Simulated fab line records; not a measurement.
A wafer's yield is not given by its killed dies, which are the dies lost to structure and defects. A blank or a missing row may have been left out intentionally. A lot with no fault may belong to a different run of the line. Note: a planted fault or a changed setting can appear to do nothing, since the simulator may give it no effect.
Matching of chambers / flow n5 finfet / N5_BEOL_M0_SAQP_ETCH_106 on rie diel-05: 4 sister chambers
The step etches SOC in N2/H2, stops on SiNx, target depth 150 nm. 18 wafers are shown with their chamber, then 9 later ones without.

== EACH WAFER AND ITS CHAMBER ==
wafer=L077.1; chamber=1; drypump motor current A (A)=5.8; showerhead plenum p Torr (Torr)=2.55; throttle valve pct (%)=18.07
wafer=L077.2; chamber=0; drypump motor current A (A)=6.3; showerhead plenum p Torr (Torr)=2.42; throttle valve pct (%)=17.92
wafer=L077.3; chamber=3; drypump motor current A (A)=6.1; showerhead plenum p Torr (Torr)=2.63; throttle valve pct (%)=18.00
wafer=L077.4; chamber=2; drypump motor current A (A)=6.3; showerhead plenum p Torr (Torr)=2.54; throttle valve pct (%)=17.71
wafer=L077.5; chamber=0; drypump motor current A (A)=6.3; showerhead plenum p Torr (Torr)=2.42; throttle valve pct (%)=17.91
wafer=L077.6; chamber=3; drypump motor current A (A)=6.1; showerhead plenum p Torr (Torr)=2.63; throttle valve pct (%)=17.99
wafer=L078.3; chamber=0; drypump motor current A (A)=6.4; showerhead plenum p Torr (Torr)=2.42; throttle valve pct (%)=17.93
wafer=L078.4; chamber=2; drypump motor current A (A)=6.3; showerhead plenum p Torr (Torr)=2.54; throttle valve pct (%)=17.71
wafer=L078.5; chamber=2; drypump motor current A (A)=6.3; showerhead plenum p Torr (Torr)=2.54; throttle valve pct (%)=17.70
wafer=L080.1; chamber=3; drypump motor current A (A)=6.1; showerhead plenum p Torr (Torr)=2.63; throttle valve pct (%)=17.99
wafer=L080.3; chamber=1; drypump motor current A (A)=5.8; showerhead plenum p Torr (Torr)=2.55; throttle valve pct (%)=18.09
wafer=L080.4; chamber=0; drypump motor current A (A)=6.3; showerhead plenum p Torr (Torr)=2.42; throttle valve pct (%)=17.94
wafer=L086.4; chamber=3; drypump motor current A (A)=6.1; showerhead plenum p Torr (Torr)=2.62; throttle valve pct (%)=18.00
wafer=L086.5; chamber=1; drypump motor current A (A)=5.8; showerhead plenum p Torr (Torr)=2.54; throttle valve pct (%)=18.11
wafer=L086.6; chamber=0; drypump motor current A (A)=6.3; showerhead plenum p Torr (Torr)=2.41; throttle valve pct (%)=17.94
wafer=L088.1; chamber=3; drypump motor current A (A)=6.1; showerhead plenum p Torr (Torr)=2.62; throttle valve pct (%)=18.02
wafer=L088.2; chamber=2; drypump motor current A (A)=6.3; showerhead plenum p Torr (Torr)=2.53; throttle valve pct (%)=17.73
wafer=L088.6; chamber=0; drypump motor current A (A)=6.3; showerhead plenum p Torr (Torr)=2.41; throttle valve pct (%)=17.96

SIGNATURES, as means of the wafers listed above
reading=drypump motor current A; chamber 0=6.317; chamber 1=5.800; chamber 2=6.300; chamber 3=6.100; scatter within a chamber=0.0244
reading=showerhead plenum p Torr; chamber 0=2.4167; chamber 1=2.5467; chamber 2=2.5375; chamber 3=2.6260; scatter within a chamber=0.00531
reading=throttle valve pct; chamber 0=17.9333; chamber 1=18.0900; chamber 2=17.7125; chamber 3=18.0000; scatter within a chamber=0.0156
Rule: for a wafer and a chamber, the distance is found by dividing, reading by reading, the gap between the wafer's reading and the chamber's mean by the reading's scatter, squaring, summing and taking the root. The wafer belongs to the nearest chamber; if the next one is less than 2 further off, it can't be placed. The scatter: the root of (the sum of the squares of (reading less its chamber's mean) over the shown wafers, divided by (wafers less chambers)).

== WAFERS WITHOUT THEIR CHAMBER ==
wafer=L089.1; drypump motor current A (A)=5.8; showerhead plenum p Torr (Torr)=2.54; throttle valve pct (%)=18.14
wafer=L089.3; drypump motor current A (A)=6.3; showerhead plenum p Torr (Torr)=2.41; throttle valve pct (%)=17.97
wafer=L089.5; drypump motor current A (A)=6.3; showerhead plenum p Torr (Torr)=2.53; throttle valve pct (%)=17.73
wafer=L093.1; drypump motor current A (A)=6.1; showerhead plenum p Torr (Torr)=2.62; throttle valve pct (%)=18.05
wafer=L093.3; drypump motor current A (A)=6.4; showerhead plenum p Torr (Torr)=2.41; throttle valve pct (%)=17.98
wafer=L093.5; drypump motor current A (A)=6.3; showerhead plenum p Torr (Torr)=2.53; throttle valve pct (%)=17.75
wafer=L097.2; drypump motor current A (A)=6.4; showerhead plenum p Torr (Torr)=2.41; throttle valve pct (%)=17.99
wafer=L097.3; drypump motor current A (A)=6.3; showerhead plenum p Torr (Torr)=2.52; throttle valve pct (%)=17.77
wafer=L097.4; drypump motor current A (A)=5.9; showerhead plenum p Torr (Torr)=2.53; throttle valve pct (%)=18.14

== WHICH CHAMBER EACH ONE RAN IN ==
wafer=L089.1; from the rows above=1; in truth=1
wafer=L089.3; from the rows above=0; in truth=0
wafer=L089.5; from the rows above=2; in truth=2
wafer=L093.1; from the rows above=3; in truth=3
wafer=L093.3; from the rows above=0; in truth=0
wafer=L093.5; from the rows above=2; in truth=2
wafer=L097.2; from the rows above=0; in truth=0
wafer=L097.3; from the rows above=2; in truth=2
wafer=L097.4; from the rows above=1; in truth=1
9 of 9 placed correctly. Number that these rows cannot place: 0. Placed wrongly: 0.
